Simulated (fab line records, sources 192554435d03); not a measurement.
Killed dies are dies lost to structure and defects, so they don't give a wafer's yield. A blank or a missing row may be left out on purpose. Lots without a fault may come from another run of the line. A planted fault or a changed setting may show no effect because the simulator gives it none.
Which tool did it? | flow n5-finfet | 10 lots, 30 wafers sampled, at 5 steps of a route of 1938

== WHAT THE GAUGES READ, wafer by wafer ==
N5_PMOS_HMC_CHANNEL_EPI_INSPECT_30: inspects for defects (darkfield). Usual: 19 for raw-defect-count, sd 5.9.
lot  | measured    | on                | raw-defect-count | flag
L527 | day 2 08:02 | defect-inspect-01 | 30 12 14         |
L530 | day 3 02:30 | defect-inspect-01 | 17 22 24         |
L531 | day 3 09:26 | defect-inspect-01 | 20 22 22         |
L533 | day 3 20:10 | defect-inspect-02 | 19 17 11         |
L540 | day 5 13:52 | defect-inspect-02 | 20 27 18         |
L544 | day 6 13:46 | defect-inspect-01 | 18 28 28         |
L545 | day 6 20:05 | defect-inspect-02 | 26 33 36         |
L546 | day 7 02:32 | defect-inspect-01 | 14 11 17         |
L547 | day 7 08:32 | defect-inspect-02 | 17 15 15         |
L548 | day 7 14:04 | defect-inspect-02 | 18 28 14         |

N5_BEOL_M4_RC_MEAS_101. Usual: DIBL_N 37.2 mV/V, standard deviation 1.9; DIBL_P 37.3 mV/V, standard deviation 2.2; IOFF_N 0.18 nA/um, standard deviation 0.038; IOFF_P 0.22 nA/um, standard deviation 0.039; ION_N 678 uA/um, standard deviation 11; ION_P 462 uA/um, standard deviation 6.9; SS_N 71.8 mV/dec, standard deviation 0.68; SS_P 73.5 mV/dec, standard deviation 0.65; VT_N 249 mV, standard deviation 3.4; VT_P -250 mV, standard deviation 3.2.
lot  | measured     | on        | DIBL_N (mV/V)  | DIBL_P (mV/V)  | IOFF_N (nA/um) | IOFF_P (nA/um) | ION_N (uA/um) | ION_P (uA/um) | SS_N (mV/dec)  | SS_P (mV/dec)  | VT_N (mV)   | VT_P (mV)      | flag
L527 | day 8 20:13  | prober-02 | 39.3 40.1 41.2 | 37.7 37.9 40.2 | 0.19 0.23 0.24 | 0.21 0.22 0.25 | 668 678 681   | 450 459 461   | 71.0 72.0 72.1 | 73.9 74.3 74.2 | 248 244 244 | -252 -250 -254 |
L530 | day 9 17:16  | prober-01 | 37.4 36.9 35.6 | 40.0 38.2 36.7 | 0.20 0.19 0.16 | 0.25 0.23 0.20 | 686 676 679   | 475 465 457   | 72.4 72.2 71.0 | 73.3 74.3 73.1 | 244 249 251 | -247 -250 -250 |
L531 | day 9 20:22  | prober-01 | 35.6 35.2 36.8 | 35.5 35.0 37.3 | 0.15 0.15 0.17 | 0.20 0.19 0.21 | 672 685 679   | 464 468 466   | 70.9 71.3 70.8 | 73.2 72.8 73.7 | 252 249 248 | -250 -251 -251 |
L533 | day 10 04:07 | prober-02 | 35.2 36.0 37.0 | 37.5 38.6 39.7 | 0.16 0.18 0.19 | 0.16 0.18 0.18 | 677 698 702   | 448 463 463   | 71.6 71.8 71.8 | 73.3 73.4 73.9 | 249 246 246 | -257 -255 -254 |
L540 | day 11 19:28 | prober-01 | 36.9 38.3 36.3 | 35.2 38.0 35.0 | 0.15 0.19 0.15 | 0.19 0.24 0.20 | 676 684 675   | 461 464 460   | 71.7 71.8 71.7 | 72.9 74.0 73.7 | 250 248 251 | -250 -249 -251 |
L544 | day 13 03:50 | prober-01 | 37.6 37.7 37.3 | 35.7 35.5 36.3 | 0.16 0.17 0.16 | 0.21 0.21 0.24 | 677 670 677   | 463 457 464   | 71.9 72.4 72.1 | 73.2 73.9 73.7 | 249 247 248 | -249 -250 -250 |
L545 | day 13 04:33 | prober-02 | 36.8 36.7 37.4 | 35.1 36.2 36.5 | 0.17 0.17 0.21 | 0.22 0.24 0.25 | 677 682 691   | 458 469 470   | 71.2 72.7 72.2 | 73.7 73.2 73.4 | 248 248 244 | -248 -248 -245 |
L546 | day 13 12:39 | prober-02 | 36.7 37.6 36.4 | 38.0 39.6 37.7 | 0.19 0.22 0.18 | 0.22 0.26 0.22 | 684 690 685   | 462 462 462   | 71.4 72.2 72.3 | 73.8 73.6 73.1 | 247 247 248 | -250 -249 -250 |
L547 | day 13 13:22 | prober-01 | 37.2 37.0 35.9 | 40.0 39.2 37.1 | 0.18 0.17 0.14 | 0.22 0.20 0.17 | 668 673 655   | 452 461 445   | 72.0 72.1 72.4 | 74.4 73.6 73.8 | 250 250 254 | -251 -255 -255 |
L548 | day 13 22:26 | prober-02 | 35.6 33.3 37.0 | 36.9 32.9 37.7 | 0.16 0.11 0.18 | 0.19 0.15 0.22 | 669 655 678   | 460 453 459   | 71.8 71.8 72.6 | 73.2 73.2 73.6 | 251 257 248 | -253 -255 -250 |

== TOOL THAT RAN EACH LOT (tool first, then ch and the chambers of the sampled wafers, then the start) ==
lot  | N5_PMOS_HMC_CHANNEL_EPI_ETCH_38 | N5_PMOS_HMC_CHANNEL_EPI_EPI_20 | N5_FIN_SAQP_ALD_61
L527 | rie-si-04 ch 0,2, day 2 05:44   | epi-rpcvd-04 ch 0, day 2 05:56 | ald-sin-04 ch 1,2, day 2 08:20
L530 | rie-si-01 ch 0,2, day 3 00:11   | epi-rpcvd-03 ch 0, day 3 00:22 | ald-sin-04 ch 1,2,3, day 3 02:39
L531 | rie-si-04 ch 0,2, day 3 07:05   | epi-rpcvd-04 ch 0, day 3 07:17 | ald-sin-04 ch 1,3, day 3 09:34
L533 | rie-si-06 ch 1,2,3, day 3 17:52 | epi-rpcvd-04 ch 0, day 3 18:04 | ald-sin-01 ch 0,1, day 3 20:19
L540 | rie-si-06 ch 0,3, day 5 11:34   | epi-rpcvd-02 ch 0, day 5 12:10 | ald-sin-01 ch 0,2,3, day 5 14:00
L544 | rie-si-01 ch 0,1,2, day 6 11:27 | epi-rpcvd-02 ch 0, day 6 11:38 | ald-sin-04 ch 0,3, day 6 13:53
L545 | rie-si-04 ch 0,1,3, day 6 17:47 | epi-rpcvd-04 ch 0, day 6 17:59 | ald-sin-03 ch 0,1,3, day 6 20:13
L546 | rie-si-06 ch 0,2,3, day 7 00:08 | epi-rpcvd-02 ch 0, day 7 00:43 | ald-sin-04 ch 0,1,3, day 7 02:39
L547 | rie-si-06 ch 0,1, day 7 06:06   | epi-rpcvd-04 ch 0, day 7 06:32 | ald-sin-04 ch 0,1, day 7 08:49
L548 | rie-si-04 ch 0,1, day 7 11:46   | epi-rpcvd-02 ch 0, day 7 12:21 | ald-sin-04 ch 0,1,3, day 7 14:16
- N5_PMOS_HMC_CHANNEL_EPI_ETCH_38: etches SiO2 in CF4, target depth 1.5 nm.
- N5_PMOS_HMC_CHANNEL_EPI_EPI_20: deposits SiGe30, target thk 59 nm.
- N5_FIN_SAQP_ALD_61: deposits SiO2, target thk 4 nm, pulse time 1 s, purge time 2 s.

== WHAT THE TOOLS THEMSELVES READ (means of the sampled wafers that have a number; where no wafer has one, the mark that the record gives instead) ==
N5_PMOS_HMC_CHANNEL_EPI_ETCH_38. Usual: drypump-motor-current-A 5.6 A, standard deviation 0.47; oes-product-au 1.001 a.u., standard deviation 0.02; throttle-valve-pct 21.72 %, standard deviation 0.29.
lot  | tool      | drypump-motor-current-A (A) | oes-product-au (a.u.) | throttle-valve-pct (%) | flag
L527 | rie-si-04 | 5.3                         | 1.023                 | 21.53                  |
L530 | rie-si-01 | 5.3                         | 1.004                 | 22.00                  |
L531 | rie-si-04 | 5.3                         | 1.027                 | 21.53                  |
L533 | rie-si-06 | 5.5                         | 0.976                 | 21.80                  |
L540 | rie-si-06 | 5.7                         | 0.992                 | 21.57                  |
L544 | rie-si-01 | 5.6                         | 1.011                 | 22.04                  |
L545 | rie-si-04 | 5.4                         | 1.004                 | 21.46                  |
L546 | rie-si-06 | 5.8                         | 0.982                 | 21.71                  |
L547 | rie-si-06 | 5.3                         | 0.998                 | 21.77                  |
L548 | rie-si-04 | 5.0                         | 1.013                 | 21.46                  |

N5_PMOS_HMC_CHANNEL_EPI_EPI_20. Usual: susceptor-temp-C 600.08 C, standard deviation 0.29; susceptor_temp_C_max 601.9, standard deviation 0.93.
lot  | tool         | susceptor-temp-C (C) | susceptor_temp_C_max | flag
L527 | epi-rpcvd-04 | 599.87               | 602.4                |
L530 | epi-rpcvd-03 | 600.06               | 601.1                |
L531 | epi-rpcvd-04 | 607.44               | 609.8                | OFF
L533 | epi-rpcvd-04 | 607.28               | 609.9                | OFF
L540 | epi-rpcvd-02 | 600.04               | 601.3                |
L544 | epi-rpcvd-02 | 600.08               | 601.0                |
L545 | epi-rpcvd-04 | 600.30               | 603.0                |
L546 | epi-rpcvd-02 | 599.71               | 600.8                |
L547 | epi-rpcvd-04 | 600.17               | 603.1                |
L548 | epi-rpcvd-02 | 599.76               | 600.6                |

N5_FIN_SAQP_ALD_61. Usual: heater-power-w 485 W, standard deviation 78; precursor-pulse-height-rel 0.999, standard deviation 0.02.
lot  | tool       | heater-power-w (W) | precursor-pulse-height-rel | flag
L527 | ald-sin-04 | 450                | 0.996                      |
L530 | ald-sin-04 | 440                | 0.999                      |
L531 | ald-sin-04 | 444                | 0.998                      |
L533 | ald-sin-01 | 552                | 1.003                      |
L540 | ald-sin-01 | 504                | 1.009                      |
L544 | ald-sin-04 | 562                | 1.004                      |
L545 | ald-sin-03 | 470                | 0.983                      |
L546 | ald-sin-04 | 501                | 1.009                      |
L547 | ald-sin-04 | 510                | 0.984                      |
L548 | ald-sin-04 | 511                | 1.014                      |

== THE ANSWER, worked out from the rows above alone ==
Rule: take the mean of a lot's wafers that have a number; if it is more than 3 standard deviations from the usual mean, the lot is off. Also off: a lot with no number at a reading for which 4 or more lots have one. Any other lot the step has rows for is counted as sound. Order of review: gauges by route order, followed by the tools' own readings, for which a lot's mean as printed above is used. At the first step where some lot is off, the reading lying furthest off is the one used; lots without a number count as furthest.
Off at N5_PMOS_HMC_CHANNEL_EPI_EPI_20 (susceptor-temp-C): L531, L533.
If a tool, at that step or one of the process steps before it, ran each lot that is off and ran no sound lot following the first of them, it fits. Not one of the candidates tried fits.

== WHAT THE SIMULATOR PUT IN ==
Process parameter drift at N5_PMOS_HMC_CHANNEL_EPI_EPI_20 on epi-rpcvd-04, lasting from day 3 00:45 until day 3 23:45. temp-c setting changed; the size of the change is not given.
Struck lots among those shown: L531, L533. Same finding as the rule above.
